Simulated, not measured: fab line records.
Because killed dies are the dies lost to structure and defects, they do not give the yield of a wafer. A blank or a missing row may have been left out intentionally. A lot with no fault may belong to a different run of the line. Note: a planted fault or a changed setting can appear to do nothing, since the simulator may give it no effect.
fab line records	flow n5-finfet
[record] lots = 7	wafers = 21
route steps=1938 shown FIN_SAQP@96 DUMMY_GATE@224 SD_EPI_N@288 SD_EPI_P@321 SD_ACTIVATION@330
start-h: hours from the record's opening day to when the first of the lot's shown wafers began	wait-h: hours elapsed since this lot's preceding step	" repeats the value in the row above	L1.1+2: a single row standing in for several wafers	- no value, or no start was given	* or withheld: withheld	< > ~ a bound
route shown NAME@n: a module of which the file shows steps, and the number in the route of the first	usual: mean and standard deviation over wafers with no fault	same: alike in all rows	chamber/n: place in a boat	sites: the reading at each site	_std_site: standard deviation of those values	_edge_site: outer sites' mean less inner sites'	radius-mm: for every site, how far away it sits from the centre of the wafer	mask NAME#n: copy n	behind: the tool/chamber that last shaped the wafer	hold: why the lot was held/for how many hours/how that ended	device: transistor that didn't switch, given as n, p or np	end of line: the tests these same wafers got at the end of their route	a step without rows: its recipe alone	killed: the dies lost at the first sort to structure and to defects; this is not the yield of the wafer	map: a wafer's dies, x killed, . not, _ none there
set.NAME: the run value of the setting; set.NAME@STEP: its run value at that earlier step	model.NAME: the simulator's own value behind a step, which no gauge read
lots where settings were altered on purpose, with a table for each step and a row for each wafer
[[steps]]
[step N5_FIN_SAQP_HM_DEP_03]
[recipe] material = SiNx	target-thk-a = 380	temp-c = 400	precursor = SiH4/NH3/N2	pressure-torr = 1.5	rf-w = 300	time-s = 33.6
lot.wafer	tool	chamber	start-h	wait-h	set.time-s	model.SiNx_of_FIN_SAQP_HM_DEP_03.thk-nm
L075.2	pecvd-02	1	27.71	0.2	31.92	36.61
L075.4	"	0	"	"	31.92	35.99
L075.6	"	2	"	"	33.6	38.29
L077.3	pecvd-01	1	38.99	0.2	33.6	37.96
L077.5	"	0	"	"	31.22	35.68
L077.6	"	1	"	"	33.6	37.87
L078.2	pecvd-02	2	44.81	0.2	33.6	37.93
L078.4	"	0	"	"	33.6	37.85
L078.6	"	2	"	"	33.6	38.8
L079.2	pecvd-02	1	51.19	0.3	33.6	38.69
L079.4	"	0	"	"	33.6	38.22
L079.6	"	2	"	"	33.6	38.85
L086.1	pecvd-03	0	92.15	0.2	33.6	37.73
L086.2	"	1	"	"	31.82	35.93
L086.6	"	1	"	"	31.82	36.27
L087.2	pecvd-03	2	101.22	0.2	33.6	38.62
L087.3	"	0	"	"	33.6	37.59
L087.6	"	0	"	"	33.6	38.44
L089.2	pecvd-03	0	110.83	0.2	37.33	42.17
L089.5	"	2	"	"	37.33	43.44
L089.6	"	1	"	"	33.6	39.09
[step N5_FIN_SAQP_THK_MEAS_05]
[usual] thk-nm = 38.2/0.51
lot.wafer	tool	chamber	start-h	wait-h	set.time-s@FIN_SAQP_HM_DEP_03	thk-nm
L075.2	film-metro-01	-	27.80	0.1	31.92	36.7
L075.4	"	-	"	"	31.92	35.9
L075.6	"	-	"	"	33.6	38.3
L077.3	film-metro-02	-	39.07	0.1	33.6	38.0
L077.5	"	-	"	"	31.22	35.6
L077.6	"	-	"	"	33.6	37.9
L078.2	film-metro-01	-	44.90	0.1	33.6	37.9
L078.4	"	-	"	"	33.6	37.9
L078.6	"	-	"	"	33.6	38.8
L079.2	film-metro-01	-	51.28	0.1	33.6	38.6
L079.4	"	-	"	"	33.6	38.3
L079.6	"	-	"	"	33.6	38.8
L086.1	film-metro-01	-	92.24	0.1	33.6	37.7
L086.2	"	-	"	"	31.82	35.9
L086.6	"	-	"	"	31.82	36.3
L087.2	film-metro-01	-	101.31	0.1	33.6	38.6
L087.3	"	-	"	"	33.6	37.6
L087.6	"	-	"	"	33.6	38.4
L089.2	film-metro-01	-	110.91	0.1	37.33	42.1
L089.5	"	-	"	"	37.33	43.4
L089.6	"	-	"	"	33.6	39.1
[step N5_FIN_SAQP_PECVD_06]
[recipe] material = a-Si	target-thk-a = 600	temp-c = 400	precursor = SiH4/He	pressure-torr = 3	rf-w = 100	time-s = 48.1
lot.wafer	tool	chamber	start-h	wait-h	set.time-s	model.a-Si_of_FIN_SAQP_PECVD_06.thk-nm
L075.2	pecvd-02	2	27.92	0.0	45.3	55.61
L075.4	"	1	"	"	48.1	61.92
L075.6	"	2	"	"	45.3	57.28
L077.3	pecvd-03	2	39.19	0.0	51.35	64.98
L077.5	"	2	"	"	48.1	61.91
L077.6	"	0	"	"	51.35	65.39
L078.2	pecvd-03	0	45.01	0.0	48.1	59.36
L078.4	"	1	"	"	48.1	61.16
L078.6	"	0	"	"	48.1	60.61
L079.2	pecvd-01	2	51.40	0.0	52.1	63.08
L079.4	"	0	"	"	52.1	66.58
L079.6	"	2	"	"	48.1	58.78
L086.1	pecvd-02	2	92.40	0.0	48.1	59.4
L086.2	"	1	"	"	42.13	52.43
L086.6	"	1	"	"	42.13	53.43
L087.2	pecvd-02	1	101.43	0.0	45.4	57.66
L087.3	"	2	"	"	48.1	59.72
L087.6	"	2	"	"	45.4	56.89
L089.2	pecvd-03	0	111.03	0.0	48.1	59.73
L089.5	"	2	"	"	44.72	57.52
L089.6	"	0	"	"	48.1	60.95
[step N5_FIN_SAQP_THK_MEAS_07]
[usual] thk-nm = 60.5/0.87
lot.wafer	tool	chamber	start-h	wait-h	set.time-s@FIN_SAQP_PECVD_06	thk-nm
L075.2	film-metro-02	-	28.01	0.1	45.3	55.6
L075.4	"	-	"	"	48.1	61.9
L075.6	"	-	"	"	45.3	57.3
L077.3	film-metro-02	-	39.28	0.1	51.35	65.0
L077.5	"	-	"	"	48.1	62.0
L077.6	"	-	"	"	51.35	65.4
L078.2	film-metro-01	-	45.10	0.1	48.1	59.4
L078.4	"	-	"	"	48.1	61.2
L078.6	"	-	"	"	48.1	60.6
L079.2	film-metro-01	-	51.73	0.3	52.1	63.1
L079.4	"	-	"	"	52.1	66.6
L079.6	"	-	"	"	48.1	58.8
L086.1	film-metro-02	-	92.51	0.1	48.1	59.4
L086.2	"	-	"	"	42.13	52.4
L086.6	"	-	"	"	42.13	53.5
L087.2	film-metro-01	-	101.52	0.1	45.4	57.6
L087.3	"	-	"	"	48.1	59.8
L087.6	"	-	"	"	45.4	56.8
L089.2	film-metro-01	-	111.12	0.1	48.1	59.8
L089.5	"	-	"	"	44.72	57.5
L089.6	"	-	"	"	48.1	60.9
[step N5_FIN_SAQP_MANDREL_ETCH_22]
[recipe] target-depth-a = 600	chemistry = HBr/Cl2	target = a-Si	stop-on = SiNx	bt-time-s = 10	over-etch-frac = 0.5	time-s = 30	pressure-mtorr = 10	icp-w = 800	bias-w = 75	HBr_flow_sccm = 150	Cl2_flow_sccm = 80	ends = end-point
lot.wafer	tool	chamber	start-h	wait-h	set.icp-w	set.time-s@FIN_SAQP_PECVD_06	model.etch.depth-nm
L075.2	rie-si-03	2	28.77	0.0	756.9	45.3	55.5
L075.4	"	0	"	"	800	48.1	61.92
L075.6	"	0	"	"	756.9	45.3	57.18
L077.3	rie-si-01	0	40.07	0.0	869.6	51.35	64.98
L077.5	"	2	"	"	869.6	48.1	61.91
L077.6	"	1	"	"	800	51.35	65.23
L078.2	rie-si-01	1	45.87	0.0	800	48.1	59.36
L078.4	"	0	"	"	800	48.1	61.05
L078.6	"	2	"	"	800	48.1	60.6
L079.2	rie-si-01	2	52.60	0.0	800	52.1	63.06
L079.4	"	1	"	"	800	52.1	66.58
L079.6	"	1	"	"	800	48.1	58.77
L086.1	rie-si-01	0	93.25	0.0	800	48.1	59.4
L086.2	"	1	"	"	800	42.13	52.43
L086.6	"	3	"	"	800	42.13	53.43
L087.2	rie-si-06	2	102.55	0.0	800	45.4	57.66
L087.3	"	1	"	"	800	48.1	59.72
L087.6	"	0	"	"	800	45.4	56.89
L089.2	rie-si-01	1	112.47	0.0	800	48.1	59.73
L089.5	"	2	"	"	860.9	44.72	57.36
L089.6	"	3	"	"	800	48.1	60.95
[step N5_FIN_SAQP_STRIP_55]
[recipe] chemistry = N2/H2	power-w = 500	temp-c = 40	pressure-mtorr = 50	rf-frequency-hz = 6e+07	overash-fraction = 0.3	bias-power-w = 28	h2-frac = 0.5	n2-flow-sccm = 300	h2-flow-sccm = 300
[step N5_FIN_SAQP_STRIP_23]
[recipe] chemistry = SPM	time-s = 750	temp-c = 130	h2so4-h2o2-vol-ratio = 4
[step N5_FIN_SAQP_ETCH_57]
[recipe] chemistry = CH3F/O2	target = SiNx	mask-material = SiO2	target-depth-a = 325	time-s = 46.4	pressure-mtorr = 30	source-w = 395	bias-w = 73	Ar_flow_sccm = 150	CH3F_flow_sccm = 30	O2_flow_sccm = 20	ion-energy-ev = 120	ends = cleared
[step N5_FIN_SAQP_ETCH_65]
[recipe] chemistry = CF4	target = SiO2	target-depth-a = 40	ion-energy-ev = 350	time-s = 4.4	pressure-mtorr = 10	icp-w = 800	bias-w = 400	cf4-flow-sccm = 80
[step N5_FIN_SAQP_MANDREL_ETCH_58]
[recipe] chemistry = HBr/Cl2	target = a-Si	target-depth-a = 450	bt-time-s = 10	stop-on = SiNx	mask-material = SiO2	over-etch-frac = 0.8	time-s = 27	pressure-mtorr = 10	icp-w = 800	bias-w = 75	HBr_flow_sccm = 150	Cl2_flow_sccm = 80	ends = end-point
lot.wafer	tool	chamber	start-h	wait-h	set.time-s@FIN_SAQP_HM_DEP_03	model.SiNx_of_FIN_SAQP_HM_DEP_03.thk-nm
L075.2	rie-si-03	3	31.01	0.0	31.92	36.2
L075.4	"	1	"	"	31.92	35.99
L075.6	"	1	"	"	33.6	38.29
L077.3	rie-si-03	1	42.05	0.0	33.6	37.96
L077.5	"	3	"	"	31.22	35.4
L077.6	"	0	"	"	33.6	37.8
L078.2	rie-si-01	1	48.22	0.0	33.6	37.93
L078.4	"	1	"	"	33.6	37.85
L078.6	"	2	"	"	33.6	38.8
L079.2	rie-si-01	3	54.55	0.0	33.6	38.69
L079.4	"	2	"	"	33.6	38.22
L079.6	"	0	"	"	33.6	38.6
L086.1	rie-si-03	3	95.16	0.0	33.6	37.4
L086.2	"	2	"	"	31.82	35.93
L086.6	"	1	"	"	31.82	36.27
L087.2	rie-si-01	2	104.53	0.0	33.6	38.62
L087.3	"	0	"	"	33.6	37.4
L087.6	"	2	"	"	33.6	38.44
L089.2	rie-si-01	0	114.46	0.0	37.33	42
L089.5	"	3	"	"	37.33	43.44
L089.6	"	0	"	"	33.6	39
[step N5_FIN_SAQP_RECESS_63]
[recipe] chemistry = HF/NH3	target = SiO2	target-depth-a = 180	afs-cycles = 3	temp-c = 30	sublimation-temp-c = 180	sublimation-time-s = 60
[step N5_FIN_SAQP_COAT_68]
[recipe] resist = SOC	temp-c = 250	time-s = 60	spin-rpm = 1500	resist-thk-nm = 100
[step N5_FIN_SAQP_SPACER2_ALD_28]
[recipe] material = SiO2	target-thk-a = 81	temp-c = 300	ald-precursor-family = BDEAS	ald-co-reactant = O2-plasma	pulse-time-s = 1	purge-time-s = 2	co-reactant-purge-time-s = 2	pressure-torr = 2
[step N5_FIN_SAQP_SPACER2_ETCHBACK_29]
[recipe] chemistry = CHF3/O2	mode = anisotropic-etchback	target = SiO2	target-depth-a = 122	time-s = 6.1	pressure-mtorr = 30	source-w = 650	bias-w = 170	Ar_flow_sccm = 200	CHF3_flow_sccm = 50	O2_flow_sccm = 5	ion-energy-ev = 200
[step N5_FIN_SAQP_MANDREL2_REMOVE_60]
[recipe] chemistry = HBr/Cl2/O2	bt-time-s = 10	target = a-Si	stop-on = SiNx	endpoint = OES-SiCl	over-etch-frac = 1	icp-w = 600	bias-w = 22	HBr_flow_sccm = 150	Cl2_flow_sccm = 80	O2_flow_sccm = 5	pressure-mtorr = 10
lot.wafer	tool	chamber	start-h	wait-h	set.time-s@FIN_SAQP_HM_DEP_03	model.SiNx_of_FIN_SAQP_HM_DEP_03.thk-nm
L075.2	rie-si-01	0	32.32	0.1	31.92	35.6
L075.4	"	0	"	"	31.92	35.4
L075.6	"	1	"	"	33.6	37.6
L077.3	rie-si-03	3	43.36	0.1	33.6	37.4
L077.5	"	2	"	"	31.22	34.8
L077.6	"	1	"	"	33.6	37.2
L078.2	rie-si-06	2	49.56	0.1	33.6	37.4
L078.4	"	1	"	"	33.6	37.2
L078.6	"	1	"	"	33.6	38.2
L079.2+6	rie-si-03	3,2	55.86	0.1	33.6	38
L079.4	"	2	"	"	33.6	37.6
L086.1	rie-si-01	2	96.62	0.1	33.6	36.8
L086.2	"	0	"	"	31.82	35.4
L086.6	"	2	"	"	31.82	35.6
L087.2	rie-si-03	0	106.14	0.1	33.6	38
L087.3	"	2	"	"	33.6	36.8
L087.6	"	0	"	"	33.6	37.8
L089.2	rie-si-03	2	115.89	0.1	37.33	41.4
L089.5	"	2	"	"	37.33	42.8
L089.6	"	3	"	"	33.6	38.2
[step N5_FIN_SAQP_HM_OPEN_33]
[recipe] chemistry = CH3F/O2	target = SiNx	mask-material = SiO2	target-depth-a = 494	time-s = 70.6	pressure-mtorr = 30	source-w = 395	bias-w = 73	Ar_flow_sccm = 150	CH3F_flow_sccm = 30	O2_flow_sccm = 20	ion-energy-ev = 120	ends = cleared
lot.wafer	tool	chamber	start-h	wait-h	set.time-s@FIN_SAQP_HM_DEP_03	model.etch.depth-nm
L075.2	rie-diel-06	1	32.48	0.0	31.92	35.66
L075.4	"	2	"	"	31.92	35.36
L075.6	"	3	"	"	33.6	37.66
L077.3	rie-diel-05	2	43.79	0.3	33.6	37.34
L077.5	"	1	"	"	31.22	34.74
L077.6	"	0	"	"	33.6	37.21
L078.2	rie-diel-04	2	49.72	0.0	33.6	37.3
L078.4	"	1	"	"	33.6	37.22
L078.6	"	1	"	"	33.6	38.17
L079.2	rie-diel-06	3	56.02	0.0	33.6	38.06
L079.4	"	2	"	"	33.6	37.59
L079.6	"	1	"	"	33.6	38.03
L086.1	rie-diel-04	2	96.77	0.0	33.6	36.78
L086.2	"	1	"	"	31.82	35.31
L086.6	"	0	"	"	31.82	35.65
L087.2	rie-diel-04	2	106.30	0.0	33.6	37.99
L087.3	"	0	"	"	33.6	36.77
L087.6	"	3	"	"	33.6	37.81
L089.2	rie-diel-05	2	116.05	0.0	37.33	41.35
L089.5	"	2	"	"	37.33	42.81
L089.6	"	3	"	"	33.6	38.27
[step N5_FIN_SAQP_ETCH_34]
[recipe] chemistry = C4F6/O2	target = SiO2	target-depth-a = 450	time-s = 15	ion-energy-ev = 250	pressure-mtorr = 30	source-w = 345	bias-w = 185	Ar_flow_sccm = 300	C4F6_flow_sccm = 10	O2_flow_sccm = 10	ends = cleared
[step N5_FIN_SAQP_STRIP_77]
[recipe] chemistry = N2/H2	time-s = 90	power-w = 100	temp-c = 40	pressure-mtorr = 100	rf-frequency-hz = 6e+07	bias-power-w = 3	n2-flow-sccm = 300	h2-flow-sccm = 300
[step N5_FIN_SAQP_ETCH_64]
[recipe] chemistry = CF4	target = SiO2	target-depth-a = 15	ion-energy-ev = 350	pressure-mtorr = 10	icp-w = 800	bias-w = 400	cf4-flow-sccm = 80
[step N5_FIN_SAQP_FIN_ETCH_36]
[recipe] chemistry = HBr/Cl2/O2	target-depth-a = 1200	mask-material = SiNx	time-s = 50.4	bias-w = 102	pressure-mtorr = 10	icp-w = 800	HBr_flow_sccm = 150	Cl2_flow_sccm = 80	O2_flow_sccm = 12
lot.wafer	tool	chamber	start-h	wait-h	set.time-s@FIN_SAQP_HM_DEP_03	model.SiNx_of_FIN_SAQP_HM_DEP_03.thk-nm
L075.2	rie-si-06	2	32.76	0.0	31.92	20
L075.4	"	1	"	"	31.92	18.6
L075.6	"	2	"	"	33.6	22
L077.3+6	rie-si-06	0,2	44.09	0.0	33.6	21.4
L077.5	"	1	"	"	31.22	18
L078.2	rie-si-03	0	50.01	0.0	33.6	21.6
L078.4	"	3	"	"	33.6	20.6
L078.6	"	1	"	"	33.6	22
L079.2	rie-si-01	1	56.30	0.0	33.6	21.8
L079.4	"	0	"	"	33.6	20.6
L079.6	"	2	"	"	33.6	22.2
L086.1	rie-si-06	0	97.06	0.0	33.6	20.8
L086.2	"	3	"	"	31.82	19
L086.6	"	0	"	"	31.82	19.6
L087.2+6	rie-si-01	0	106.59	0.0	33.6	21
L087.3	"	2	"	"	33.6	20.8
L089.2	rie-si-01	2	116.33	0.0	37.33	25.4
L089.5	"	2	"	"	37.33	26.8
L089.6	"	3	"	"	33.6	22
[step N5_DUMMY_GATE_COAT_28]
[recipe] resist = underlayer	temp-c = 205	time-s = 60	spin-rpm = 1500	resist-thk-nm = 10
lot.wafer	tool	chamber	start-h	wait-h	set.spin-rpm	model.underlayer_of_DUMMY_GATE_COAT_28.thk-nm
L075.2	litho-track-01	0	-	-	1413	10.4
L075.4+6	"	0	"	"	1500	10
L077.3+6	litho-track-05	0	-	-	1500	10
L077.5	"	0	"	"	1614	9.6
L078.2+4+6	litho-track-01	0	-	-	1500	10
L079.2	litho-track-04	0	-	-	1428	10.2
L079.4+6	"	0	"	"	1500	10
L086.1+6	litho-track-04	0	-	-	1600	9.6
L086.2	"	0	"	"	1500	10
L087.2+3	litho-track-01	0	-	-	1396	10.4
L087.6	"	0	"	"	1500	10
L089.2+5	litho-track-04	0	-	-	1411	10.4
L089.6	"	0	"	"	1500	10
[step N5_SD_EPI_N_EPI_21]
[recipe] material = Si:P	dopant = P	temp-c = 680	pressure-torr = 255	time-s = 690
lot.wafer	tool	chamber	start-h	wait-h	set.temp-c	model.Si-P_of_SD_EPI_N_EPI_21.thk-nm
L075.2	epi-rpcvd-03	0	59.09	0.4	680	59.6
L075.4	"	0	"	"	682.7	63.2
L075.6	"	0	"	"	680	60.6
L077.3	epi-rpcvd-01	0	68.33	0.9	680	59
L077.5	"	0	"	"	680	59.4
L077.6	"	0	"	"	680	59.6
L078.2	epi-rpcvd-03	0	73.93	0.4	680	60
L078.4	"	0	"	"	680	59.8
L078.6	"	0	"	"	680	59
L079.2	epi-rpcvd-03	0	82.20	0.4	683.5	62.8
L079.4	"	0	"	"	680	59.2
L079.6	"	0	"	"	683.5	62
L086.1+6	epi-rpcvd-01	0	125.63	0.1	680	58.8
L086.2	"	0	"	"	680	59.2
L087.2	epi-rpcvd-02	0	130.47	0.4	680	60.2
L087.3	"	0	"	"	680	60.6
L087.6	"	0	"	"	680	59
L089.2	epi-rpcvd-02	0	142.39	0.4	680	59.6
L089.5	"	0	"	"	680	59.4
L089.6	"	0	"	"	680	59.2
[step N5_SD_EPI_P_EPI_21]
[recipe] material = SiGe:B	dopant = B	temp-c = 550	pressure-torr = 20	ambient = H2	time-s = 355
lot.wafer	tool	chamber	start-h	wait-h	set.time-s	model.SiGe-B_of_SD_EPI_P_EPI_21.thk-nm
L075.2	epi-rpcvd-01	0	63.57	0.6	291.5	53.2
L075.4+6	"	0	"	"	355	60.6
L077.3	epi-rpcvd-04	0	73.43	1.1	355	62
L077.5	"	0	"	"	397.3	66
L077.6	"	0	"	"	397.3	66.2
L078.2+4+6	epi-rpcvd-01	0	78.48	0.6	355	59.4
L079.2	epi-rpcvd-04	0	86.45	0.5	355	62.4
L079.4	"	0	"	"	298	55.4
L079.6	"	0	"	"	355	62
L086.1+6	epi-rpcvd-03	0	129.70	0.1	355	61.4
L086.2	"	0	"	"	314.4	57
L087.2	epi-rpcvd-03	0	134.83	0.5	313	56
L087.3	"	0	"	"	355	61.4
L087.6	"	0	136.27	1.8	313	55.8
L089.2	epi-rpcvd-04	0	146.70	0.6	293.7	55
L089.5	"	0	148.14	2.0	293.7	55.4
L089.6	"	0	"	"	355	62.4
[step N5_SD_EPI_P_EPI_MEAS_23]
[recipe] mode = xrd
[usual] thk-nm = 61.0/1.5
lot.wafer	tool	chamber	start-h	wait-h	set.time-s@SD_EPI_P_EPI_21	thk-nm
L075.2	film-metro-01	-	66.02	2.0	291.5	53.6
L075.4	"	-	"	"	355	60.3
L075.6	"	-	"	"	355	62.1
L077.3	film-metro-02	-	75.40	1.5	355	63.3
L077.5	"	-	"	"	397.3	66.9
L077.6	"	-	"	"	397.3	66.4
L078.2	film-metro-01	-	80.92	2.0	355	59.8
L078.4	"	-	"	"	355	57.5
L078.6	"	-	"	"	355	57.3
L079.2	film-metro-01	-	88.29	1.5	355	62.9
L079.4	"	-	"	"	298	56.6
L079.6	"	-	"	"	355	62.6
L086.1	film-metro-01	-	131.89	1.8	355	61.4
L086.2	"	-	"	"	314.4	58.9
L086.6	"	-	"	"	355	61.0
L087.2	film-metro-01	-	136.67	1.5	313	58.0
L087.3	"	-	"	"	355	59.1
L087.6	"	-	"	"	313	55.5
L089.2	film-metro-02	-	149.15	2.0	293.7	53.9
L089.5	"	-	"	"	293.7	56.1
L089.6	"	-	"	"	355	62.6
[step N5_SD_EPI_P_HM_STRIP_48]
[recipe] chemistry = H3PO4	temp-c = 160	material = SiNx	target = SiNx	target-depth-a = 30	overetch-fraction = 0.3
lot.wafer	tool	chamber	start-h	wait-h	set.temp-c@SD_EPI_N_EPI_21	model.Si-P_of_SD_EPI_N_EPI_21.thk-nm
L075.2	wet-bench-01	5	66.06	0.0	680	59
L075.4	"	6	"	"	682.7	62.6
L075.6	"	7	"	"	680	60
L077.3	wet-bench-01	5	75.43	0.0	680	58.4
L077.5	"	2	"	"	680	58.8
L077.6	"	7	"	"	680	59
L078.2	wet-bench-02	0	80.96	0.0	680	59.4
L078.4	"	6	"	"	680	59
L078.6	"	2	"	"	680	58.4
L079.2	wet-bench-01	4	88.32	0.0	683.5	62
L079.4	"	3	"	"	680	58.6
L079.6	"	1	"	"	683.5	61.4
L086.1	wet-bench-02	3	131.95	0.1	680	58.2
L086.2	"	4	"	"	680	58.6
L086.6	"	2	"	"	680	58
L087.2	wet-bench-02	6	136.70	0.0	680	59.6
L087.3	"	0	"	"	680	59.8
L087.6	"	7	"	"	680	58.4
L089.2	wet-bench-02	7	149.19	0.0	680	58.8
L089.5	"	6	"	"	680	58.6
L089.6	"	0	"	"	680	58.4
[step N5_SD_EPI_P_SRD_49]
[recipe] dry = ipa-marangoni	time-s = 30	temp-c = 23	rinse-liquid = diw
[step N5_SD_EPI_P_PRECLEAN_24]
[recipe] chemistry = O3/DIW	time-s = 45	temp-c = 22	o3-ppm = 10
[step N5_SD_ACTIVATION_RTA_00]
[recipe] temp-c = 975	time-s = 0	ambient = N2	idle-temp-c = 600	ramp-up-c-per-s = 150	ramp-down-c-per-s = 60	cool-to-c = 600
[step N5_SD_ACTIVATION_LSA_01]
[recipe] temp-c = 1080	time-s = 0.0008	ambient = N2
[step N5_SD_ACTIVATION_RS_MEAS_03]
[recipe] thk-meas-gauge = four-point-probe
[usual] RS_SD_N = 21.81/0.27	RS_SD_P = 56.0/1.2
lot.wafer	tool	chamber	start-h	wait-h	set.temp-c@SD_EPI_N_EPI_21	set.time-s@SD_EPI_P_EPI_21	RS_SD_N[ohm/sq]	RS_SD_P[ohm/sq]
L075.2	film-metro-02	-	66.69	0.2	680	291.5	21.55	65.4
L075.4	"	-	"	"	682.7	355	20.53	57.1
L075.6	"	-	"	"	680	355	21.21	57.0
L077.3	film-metro-01	-	76.04	0.2	680	355	21.91	56.0
L077.5	"	-	"	"	680	397.3	21.70	52.2
L077.6	"	-	"	"	680	397.3	21.69	52.2
L078.2	film-metro-01	-	81.55	0.2	680	355	21.56	57.8
L078.4	"	-	"	"	680	355	21.69	58.3
L078.6	"	-	"	"	680	355	21.93	57.6
L079.2	film-metro-02	-	88.92	0.2	683.5	355	20.68	54.7
L079.4	"	-	"	"	680	298	22.01	61.7
L079.6	"	-	"	"	683.5	355	20.91	54.7
L086.1	film-metro-02	-	132.62	0.2	680	355	22.13	55.0
L086.2	"	-	"	"	680	314.4	21.89	59.6
L086.6	"	-	"	"	680	355	22.26	55.6
L087.2	film-metro-02	-	137.34	0.2	680	313	21.52	61.1
L087.3	"	-	"	"	680	355	21.64	56.0
L087.6	"	-	"	"	680	313	22.01	61.6
L089.2	film-metro-02	-	149.78	0.2	680	293.7	21.63	61.5
L089.5	"	-	"	"	680	293.7	21.77	61.0
L089.6	"	-	"	"	680	355	21.84	54.4
[[key]]
[split] step = N5_FIN_SAQP_HM_DEP_03	setting = time-s	stated = 33.6	by = wafer
[response] step = N5_FIN_SAQP_HM_DEP_03	reading = model.SiNx_of_FIN_SAQP_HM_DEP_03.thk-nm	change = +0.334	per = 1%	r = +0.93
[response] step = N5_FIN_SAQP_THK_MEAS_05	reading = thk-nm	change = *	per = 1%	r = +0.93
[response] step = N5_FIN_SAQP_MANDREL_ETCH_58	reading = model.SiNx_of_FIN_SAQP_HM_DEP_03.thk-nm	change = +0.339	per = 1%	r = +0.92
[response] step = N5_FIN_SAQP_MANDREL2_REMOVE_60	reading = model.SiNx_of_FIN_SAQP_HM_DEP_03.thk-nm	change = +0.346	per = 1%	r = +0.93
[response] step = N5_FIN_SAQP_HM_OPEN_33	reading = model.etch.depth-nm	change = +0.344	per = 1%	r = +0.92
[response] step = N5_FIN_SAQP_FIN_ETCH_36	reading = model.SiNx_of_FIN_SAQP_HM_DEP_03.thk-nm	change = +0.402	per = 1%	r = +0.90
[split] step = N5_FIN_SAQP_PECVD_06	setting = time-s	stated = 48.1	by = wafer
[response] step = N5_FIN_SAQP_PECVD_06	reading = model.a-Si_of_FIN_SAQP_PECVD_06.thk-nm	change = +0.569	per = 1%	r = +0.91
[response] step = N5_FIN_SAQP_THK_MEAS_07	reading = thk-nm	change = *	per = 1%	r = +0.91
[response] step = N5_FIN_SAQP_MANDREL_ETCH_22	reading = model.etch.depth-nm	change = +0.572	per = 1%	r = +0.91
[split] step = N5_FIN_SAQP_MANDREL_ETCH_22	setting = icp-w	stated = 800	by = wafer
response none clear
[split] step = N5_DUMMY_GATE_COAT_28	setting = spin-rpm	stated = 1500	by = wafer
[response] step = N5_DUMMY_GATE_COAT_28	reading = model.underlayer_of_DUMMY_GATE_COAT_28.thk-nm	change = -0.0584	per = 1%	r = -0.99
[split] step = N5_SD_EPI_N_EPI_21	setting = temp-c	stated = 680	by = wafer
[response] step = N5_SD_EPI_N_EPI_21	reading = model.Si-P_of_SD_EPI_N_EPI_21.thk-nm	change = +6.81	per = 1%	r = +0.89
[response] step = N5_SD_EPI_P_HM_STRIP_48	reading = model.Si-P_of_SD_EPI_N_EPI_21.thk-nm	change = +6.69	per = 1%	r = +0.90
[response] step = N5_SD_ACTIVATION_RS_MEAS_03	reading = RS_SD_N	change = -2.27	per = 1%	r = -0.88
[split] step = N5_SD_EPI_P_EPI_21	setting = time-s	stated = 355	by = wafer
[response] step = N5_SD_EPI_P_EPI_21	reading = model.SiGe-B_of_SD_EPI_P_EPI_21.thk-nm	change = +0.411	per = 1%	r = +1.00
[response] step = N5_SD_EPI_P_EPI_MEAS_23	reading = thk-nm	change = *	per = 1%	r = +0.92
[response] step = N5_SD_ACTIVATION_RS_MEAS_03	reading = RS_SD_P	change = -0.418	per = 1%	r = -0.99
